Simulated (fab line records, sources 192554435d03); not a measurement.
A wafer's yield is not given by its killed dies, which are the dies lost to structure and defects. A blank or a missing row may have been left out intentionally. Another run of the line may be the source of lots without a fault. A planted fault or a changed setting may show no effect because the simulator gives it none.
What tool caused it?	flow n5_finfet	20 lots, 60 wafers sampled, at 6 steps of a route of 1938

== WHAT THE GAUGES SHOWED, per wafer ==
No reading from a measuring or inspecting step in the record can be judged against a usual standard deviation.

== WHAT TOOL EACH LOT RAN ON (gives the tool, then ch and the chambers of the sampled wafers, and finally the start) ==
lot	N5_BEOL_M8_ETCH_72	N5_BEOL_M8_TRENCH_ETCH_37	N5_BEOL_M8_ETCH_41	N5_BEOL_M8_DEP_56	N5_BEOL_M9_PECVD_70	N5_BEOL_M9_HM_DEP_02
L074	rie_diel-03 ch 0,2,3, day 9 00:47	rie_diel-03 ch 0,2,3, day 9 04:53 or earlier	rie_diel-03 ch 0,2,3, day 9 04:53 or earlier	pecvd-02 ch 0,1,2, day 9 04:53	pecvd-04 ch 0,2, day 9 05:38	pvd_sputter-02, day 9 05:53
L075	rie_diel-02 ch 0,1,2, day 9 10:55	rie_diel-02 ch 0,1,2, day 9 14:23 or earlier	rie_diel-02 ch 0,1,2, day 9 14:23 or earlier	pecvd-03 ch 1, day 9 14:23	pecvd-02 ch 0,1,2, day 9 15:13	pvd_sputter-02, day 9 15:34
L076	rie_diel-02 ch 0,3, day 9 18:55	rie_diel-02 ch 0,3, day 9 22:14 or earlier	rie_diel-02 ch 0,3, day 9 22:14 or earlier	pecvd-02 ch 1,2, day 9 22:14	pecvd-01 ch 0,1,2, day 9 22:59	pvd_sputter-01, day 9 23:59
L077	rie_diel-03 ch 2,3, day 9 20:06	rie_diel-03 ch 2,3, day 9 23:11 or earlier	rie_diel-03 ch 2,3, day 9 23:11 or earlier	pecvd-02 ch 0,1, day 9 23:11	pecvd-02 ch 0,1,2, day 9 23:57	pvd_sputter-03, day 10 00:17
L078	rie_diel-02 ch 1,2,3, day 9 23:41	rie_diel-02 ch 1,2,3, day 10 02:22 or earlier	rie_diel-02 ch 1,2,3, day 10 02:22 or earlier	pecvd-04 ch 0,1, day 10 02:22	pecvd-02 ch 0,2, day 10 03:08	pvd_sputter-03, day 10 05:09
L079	rie_diel-02 ch 1,2,3, day 10 04:31	rie_diel-02 ch 1,2,3, day 10 06:55 or earlier	rie_diel-02 ch 1,2,3, day 10 06:55 or earlier	pecvd-03 ch 0,1, day 10 06:55	pecvd-02 ch 0,1, day 10 07:41	pvd_sputter-02, day 10 08:42
L080	rie_diel-03 ch 2,3, day 10 08:08	rie_diel-03 ch 2,3, day 10 12:33 or earlier	rie_diel-03 ch 2,3, day 10 12:33 or earlier	pecvd-02 ch 1,2, day 10 12:33	pecvd-02 ch 1,2, day 10 13:18	pvd_sputter-02, day 10 14:52
L081	rie_diel-03 ch 0,1,3, day 11 06:45	rie_diel-03 ch 0,1,3, day 11 09:22 or earlier	rie_diel-03 ch 0,1,3, day 11 09:22 or earlier	pecvd-04 ch 0,1, day 11 09:22	pecvd-04 ch 0,1,2, day 11 10:07	pvd_sputter-03, day 11 10:43
L082	rie_diel-03 ch 0,3, day 11 13:22	rie_diel-03 ch 0,3, day 11 17:56 or earlier	rie_diel-03 ch 0,3, day 11 17:56 or earlier	pecvd-03 ch 1,2, day 11 17:56	pecvd-04 ch 1,2, day 11 18:41	pvd_sputter-03, day 11 19:03
L085	rie_diel-02 ch 0,1,3, day 11 21:38	rie_diel-02 ch 0,1,3, day 12 00:23 or earlier	rie_diel-02 ch 0,1,3, day 12 00:23 or earlier	pecvd-02 ch 0,2, day 12 00:23	pecvd-04 ch 1,2, day 12 01:20	pvd_sputter-02, day 12 01:40
L083	rie_diel-06 ch 0,2,3, day 12 00:00	rie_diel-06 ch 0,2,3, day 12 02:51 or earlier	rie_diel-06 ch 0,2,3, day 12 02:51 or earlier	pecvd-02 ch 0,2, day 12 02:51	pecvd-01 ch 0,1,2, day 12 03:40	pvd_sputter-03, day 12 04:50
L086	rie_diel-02 ch 0,1, day 12 15:01	rie_diel-02 ch 0,1, day 12 19:38 or earlier	rie_diel-02 ch 0,1, day 12 19:38 or earlier	pecvd-04 ch 0,1,2, day 12 19:38	pecvd-04 ch 0,2, day 12 20:26	pvd_sputter-02, day 12 22:26
L087	rie_diel-02 ch 0,1,3, day 12 18:01	rie_diel-02 ch 0,1,3, day 12 22:07 or earlier	rie_diel-02 ch 0,1,3, day 12 22:07 or earlier	pecvd-04 ch 0,1,2, day 12 22:07	pecvd-01 ch 0,1,2, day 12 22:53	pvd_sputter-02, day 12 23:02
L089	rie_diel-06 ch 0,1,2, day 13 02:29	rie_diel-06 ch 0,1,2, day 13 06:24 or earlier	rie_diel-06 ch 0,1,2, day 13 06:24 or earlier	pecvd-02 ch 0,1,2, day 13 06:24	pecvd-02 ch 1,2, day 13 07:29	pvd_sputter-01, day 13 10:31
L092	rie_diel-02 ch 1,2, day 13 21:01	rie_diel-02 ch 1,2, day 14 01:11 or earlier	rie_diel-02 ch 1,2, day 14 01:11 or earlier	pecvd-02 ch 0,2, day 14 01:11	pecvd-04 ch 0,2, day 14 01:56	pvd_sputter-03, day 14 02:59
L094	rie_diel-02 ch 1,3, day 14 06:16	rie_diel-02 ch 1,3, day 14 09:16 or earlier	rie_diel-02 ch 1,3, day 14 09:16 or earlier	pecvd-02 ch 0,2, day 14 09:16	pecvd-02 ch 1,2, day 14 10:02	pvd_sputter-01, day 14 11:02
L093	rie_diel-03 ch 0,3, day 14 07:21	rie_diel-03 ch 0,3, day 14 11:37 or earlier	rie_diel-03 ch 0,3, day 14 11:37 or earlier	pecvd-02 ch 0,2, day 14 11:37	pecvd-01 ch 1,2, day 14 12:23	pvd_sputter-03, day 14 13:29
L095	rie_diel-03 ch 0,1,3, day 14 12:32	rie_diel-03 ch 0,1,3, day 14 15:53 or earlier	rie_diel-03 ch 0,1,3, day 14 15:53 or earlier	pecvd-03 ch 0,1,2, day 14 15:53	pecvd-01 ch 0,1,2, day 14 16:39	pvd_sputter-03, day 14 17:47
L097	rie_diel-06 ch 2,3, day 14 21:17	rie_diel-06 ch 2,3, day 15 00:46 or earlier	rie_diel-06 ch 2,3, day 15 00:46 or earlier	pecvd-03 ch 0,2, day 15 00:46	pecvd-04 ch 0,1, day 15 01:31	pvd_sputter-02, day 15 03:40
L096	rie_diel-03 ch 1,2, day 14 21:19	rie_diel-03 ch 1,2, day 15 00:55 or earlier	rie_diel-03 ch 1,2, day 15 00:55 or earlier	pecvd-02 ch 0,1,2, day 15 00:55	pecvd-02 ch 1,2, day 15 01:41	pvd_sputter-02, day 15 03:52
- N5_BEOL_M8_ETCH_72: etches underlayer in N2/H2, target depth 6.5 nm, time 5.2 s.
- N5_BEOL_M8_TRENCH_ETCH_37: etches SiCOH lowk in C4F6/O2, target depth 93.478 nm, time 31.2 s.
- N5_BEOL_M8_ETCH_41: etches SiCN in CH3F/O2, target depth 31.9 nm, time 57.8 s.
- N5_BEOL_M8_DEP_56: deposits SiCN from 3MS/NH3, target thk 10 nm, time 17.5 s.
- N5_BEOL_M9_PECVD_70: deposits SiO2 from TEOS/O2, target thk 20 nm, time 22.7 s.
- N5_BEOL_M9_HM_DEP_02: deposits TiN, target thk 20 nm.

== WHAT THE TOOLS THEMSELVES READ (means of the sampled wafers that have a number; where no wafer has one, the mark that the record gives instead) ==
N5_BEOL_M8_ETCH_72. Usual: bias_w 149.9 W, standard deviation 0.46; drypump_motor_current_A 5.59 A, standard deviation 0.28; etch_rf_on_time_s 5.27 s, standard deviation 0.17; n2_flow_sccm 199.9 sccm, standard deviation 0.6; oes_product_au 0.68 a.u., standard deviation 0.071; rf_vpp_V 522.7 V, standard deviation 2.2; showerhead_plenum_p_Torr 2.50 Torr, standard deviation 0.065; throttle_valve_pct 17.9 %, standard deviation 0.34.
lot	tool	bias_w (W)	drypump_motor_current_A (A)	etch_rf_on_time_s (s)	n2_flow_sccm (sccm)	oes_product_au (a.u.)	rf_vpp_V (V)	showerhead_plenum_p_Torr (Torr)	throttle_valve_pct (%)	flag
L074	rie_diel-03	149.9	5.59	5.27	200.2	0.65	524.3	2.57	17.7	
L075	rie_diel-02	150.0	5.51	5.31	200.6	0.61	521.2	2.47	18.3	
L076	rie_diel-02	149.6	5.74	5.25	199.8	0.72	520.6	2.49	18.1	
L077	rie_diel-03	149.6	5.83	5.48	199.8	0.65	525.1	2.53	17.7	
L078	rie_diel-02	150.1	5.56	5.11	200.2	0.67	522.1	2.49	18.2	
L079	rie_diel-02	149.9	5.55	5.16	200.1	0.67	523.8	2.49	18.2	
L080	rie_diel-03	149.8	5.77	5.38	199.2	0.69	524.9	2.55	17.6	
L081	rie_diel-03	150.0	5.41	5.23	200.1	0.70	525.1	2.51	17.6	
L082	rie_diel-03	149.6	5.37	5.20	200.2	0.73	524.4	2.58	17.5	
L085	rie_diel-02	149.7	5.56	5.35	200.3	0.65	521.3	2.46	18.3	
L083	rie_diel-06	149.7	5.84	5.25	199.4	0.66	521.6	2.48	17.9	
L086	rie_diel-02	149.9	5.37	5.34	200.5	0.61	520.9	2.44	18.4	
L087	rie_diel-02	150.0	5.55	5.35	199.9	0.64	521.6	2.46	18.3	
L089	rie_diel-06	149.8	5.66	5.19	200.0	0.71	525.1	2.54	17.8	
L092	rie_diel-02	149.4	5.55	5.07	199.8	0.74	521.6	2.47	18.0	
L094	rie_diel-02	149.7	5.41	5.20	199.1	0.65	521.0	2.45	18.3	
L093	rie_diel-03	149.7	5.37	5.17	200.1	0.70	523.3	2.57	17.6	
L095	rie_diel-03	149.9	5.40	5.28	200.3	0.66	522.9	2.50	17.6	
L097	rie_diel-06	149.7	5.81	5.19	200.2	0.75	526.9	2.66	17.8	
L096	rie_diel-03	150.1	5.54	5.34	200.2	0.67	523.6	2.49	17.6	

N5_BEOL_M8_TRENCH_ETCH_37. Usual: bias_w 185.0 W, standard deviation 0.56; drypump_motor_current_A 5.59 A, standard deviation 0.28; oes_product_au 0.79 a.u., standard deviation 0.083; rf_vpp_V 667 V, standard deviation 20; showerhead_plenum_p_Torr 2.79 Torr, standard deviation 0.076; throttle_valve_pct 20.90 %, standard deviation 0.29.
lot	tool	bias_w (W)	drypump_motor_current_A (A)	oes_product_au (a.u.)	rf_vpp_V (V)	showerhead_plenum_p_Torr (Torr)	throttle_valve_pct (%)	flag
L074	rie_diel-03	184.9	5.57	0.76	674	2.88	20.79	
L075	rie_diel-02	184.4	5.54	0.71	655	2.75	21.21	
L076	rie_diel-02	184.8	5.74	0.85	662	2.76	20.91	
L077	rie_diel-03	185.8	5.84	0.77	665	2.84	20.76	
L078	rie_diel-02	185.4	5.56	0.78	673	2.78	21.16	
L079	rie_diel-02	185.0	5.56	0.79	674	2.78	21.16	
L080	rie_diel-03	185.6	5.78	0.81	678	2.86	20.77	
L081	rie_diel-03	184.6	5.40	0.81	669	2.82	20.66	
L082	rie_diel-03	185.3	5.38	0.87	668	2.88	20.61	
L085	rie_diel-02	184.9	5.55	0.76	664	2.74	21.18	
L083	rie_diel-06	185.1	5.82	0.78	650	2.76	20.85	
L086	rie_diel-02	184.7	5.38	0.72	668	2.73	21.46	
L087	rie_diel-02	184.4	5.55	0.76	665	2.74	21.20	
L089	rie_diel-06	185.1	5.67	0.82	658	2.83	20.78	
L092	rie_diel-02	185.2	5.53	0.86	664	2.76	20.97	
L094	rie_diel-02	184.6	5.40	0.76	685	2.76	21.40	
L093	rie_diel-03	185.1	5.36	0.83	668	2.87	20.64	
L095	rie_diel-03	184.8	5.42	0.78	669	2.80	20.72	
L097	rie_diel-06	185.0	5.80	0.88	648	2.97	20.80	
L096	rie_diel-03	184.6	5.55	0.79	687	2.81	20.80	

N5_BEOL_M8_ETCH_41. Usual: bias_w 75.01 W, standard deviation 0.2; drypump_motor_current_A 5.59 A, standard deviation 0.28; oes_product_au 0.79 a.u., standard deviation 0.082; rf_vpp_V 296.6 V, standard deviation 1.3; showerhead_plenum_p_Torr 1.96 Torr, standard deviation 0.055; throttle_valve_pct 16.30 %, standard deviation 0.26.
lot	tool	bias_w (W)	drypump_motor_current_A (A)	oes_product_au (a.u.)	rf_vpp_V (V)	showerhead_plenum_p_Torr (Torr)	throttle_valve_pct (%)	flag
L074	rie_diel-03	75.12	5.58	0.77	297.9	2.03	16.22	
L075	rie_diel-02	75.04	5.54	0.72	296.7	1.92	16.62	
L076	rie_diel-02	75.01	5.74	0.84	296.2	1.93	16.28	
L077	rie_diel-03	75.08	5.83	0.77	297.4	1.99	16.21	
L078	rie_diel-02	75.02	5.53	0.79	296.3	1.95	16.50	
L079	rie_diel-02	75.09	5.53	0.77	296.3	1.95	16.50	
L080	rie_diel-03	75.04	5.79	0.82	297.7	2.01	16.19	
L081	rie_diel-03	75.01	5.39	0.81	296.5	1.98	16.09	
L082	rie_diel-03	75.07	5.35	0.86	298.5	2.02	15.99	
L085	rie_diel-02	74.85	5.55	0.76	296.2	1.92	16.55	
L083	rie_diel-06	74.95	5.84	0.78	296.0	1.95	16.30	
L086	rie_diel-02	75.03	5.37	0.71	295.6	1.91	16.78	
L087	rie_diel-02	75.04	5.56	0.76	294.5	1.92	16.57	
L089	rie_diel-06	75.11	5.67	0.82	296.9	1.99	16.20	
L092	rie_diel-02	75.09	5.53	0.86	296.1	1.94	16.31	
L094	rie_diel-02	75.08	5.39	0.76	296.1	1.93	16.70	
L093	rie_diel-03	75.12	5.36	0.82	297.9	2.01	16.03	
L095	rie_diel-03	75.06	5.40	0.78	296.2	1.97	16.16	
L097	rie_diel-06	75.03	5.82	0.88	298.4	2.09	16.20	
L096	rie_diel-03	74.88	5.56	0.80	297.4	1.98	16.23	

N5_BEOL_M8_DEP_56. Usual: showerhead_plenum_p_Torr 3.663 Torr, standard deviation 0.012; showerhead_vpp_V 861 V, standard deviation 26; throttle_valve_pct 9.1 %, standard deviation 0.49.
lot	tool	showerhead_plenum_p_Torr (Torr)	showerhead_vpp_V (V)	throttle_valve_pct (%)	flag
L074	pecvd-02	3.652	856	9.0	
L075	pecvd-03	3.680	840	9.8	
L076	pecvd-02	3.655	850	9.2	
L077	pecvd-02	3.663	854	9.3	
L078	pecvd-04	3.673	842	9.2	
L079	pecvd-03	3.665	855	9.6	
L080	pecvd-02	3.641	834	9.0	
L081	pecvd-04	3.676	834	9.4	
L082	pecvd-03	3.663	890	9.0	
L085	pecvd-02	3.649	857	8.9	
L083	pecvd-02	3.656	861	8.9	
L086	pecvd-04	3.678	851	9.1	
L087	pecvd-04	3.678	859	9.0	
L089	pecvd-02	3.652	857	9.3	
L092	pecvd-02	3.646	852	8.8	
L094	pecvd-02	3.654	872	9.0	
L093	pecvd-02	3.652	864	9.0	
L095	pecvd-03	3.672	875	9.3	
L097	pecvd-03	3.665	897	8.7	
L096	pecvd-02	3.655	860	9.3	

N5_BEOL_M9_PECVD_70. Usual: heater_power_w 728 W, standard deviation 98; showerhead_plenum_p_Torr 8.81 Torr, standard deviation 0.067; showerhead_vpp_V 1291 V, standard deviation 47; throttle_valve_pct 22.8 %, standard deviation 1.1.
lot	tool	heater_power_w (W)	showerhead_plenum_p_Torr (Torr)	showerhead_vpp_V (V)	throttle_valve_pct (%)	flag
L074	pecvd-04	767	8.84	1275	21.9	
L075	pecvd-02	746	8.71	1276	22.4	
L076	pecvd-01	714	8.87	1328	23.4	
L077	pecvd-02	761	8.72	1276	22.7	
L078	pecvd-02	620	8.71	1258	21.4	
L079	pecvd-02	721	8.75	1287	23.2	
L080	pecvd-02	665	8.72	1262	22.8	
L081	pecvd-04	715	8.81	1280	22.3	
L082	pecvd-04	722	8.83	1291	21.8	
L085	pecvd-04	654	8.84	1298	22.1	
L083	pecvd-01	746	8.86	1332	23.4	
L086	pecvd-04	792	8.83	1300	21.6	
L087	pecvd-01	735	8.87	1335	23.5	
L089	pecvd-02	770	8.71	1266	23.0	
L092	pecvd-04	831	8.83	1266	22.1	
L094	pecvd-02	695	8.71	1255	22.0	
L093	pecvd-01	626	8.83	1315	22.9	
L095	pecvd-01	751	8.86	1338	23.5	
L097	pecvd-04	770	8.83	1246	22.7	
L096	pecvd-02	665	8.72	1240	22.1	

N5_BEOL_M9_HM_DEP_02. Usual: chamber_pressure_pa 0.5000 Pa, standard deviation 0.0011; throttle_valve_pct 29.8 %, standard deviation 0.74.
lot	tool	chamber_pressure_pa (Pa)	throttle_valve_pct (%)	flag
L074	pvd_sputter-02	0.5007	30.0	
L075	pvd_sputter-02	0.4999	29.6	
L076	pvd_sputter-01	0.5000	29.1	
L077	pvd_sputter-03	0.4999	30.3	
L078	pvd_sputter-03	0.5003	30.1	
L079	pvd_sputter-02	0.5000	30.0	
L080	pvd_sputter-02	0.5005	29.0	
L081	pvd_sputter-03	0.4997	30.2	
L082	pvd_sputter-03	0.4997	30.2	
L085	pvd_sputter-02	0.5001	29.5	
L083	pvd_sputter-03	0.4998	30.0	
L086	pvd_sputter-02	0.4991	29.4	
L087	pvd_sputter-02	0.4991	29.6	
L089	pvd_sputter-01	0.4996	29.5	
L092	pvd_sputter-03	0.5002	30.3	
L094	pvd_sputter-01	0.4995	29.5	
L093	pvd_sputter-03	0.5008	30.0	
L095	pvd_sputter-03	0.4990	30.1	
L097	pvd_sputter-02	0.4999	30.3	
L096	pvd_sputter-02	0.4998	29.2	

== THE ANSWER, worked out from the rows above alone ==
Rule: lot off if the mean of its wafers having a number is beyond 3 standard deviations from the usual mean. Also off: a lot with no number at a reading for which 4 or more lots have one. Any other lot the step has rows for is counted as sound. First the gauges in route order, then the tools' own readings, where a lot's mean is used as printed above. The first step at which some lot is off is used, and at that step the reading that is off furthest; a lot without a number counts as furthest.
Nothing can be told from this: no lot is off at any reading shown.

== WHAT THE SIMULATOR PUT IN ==
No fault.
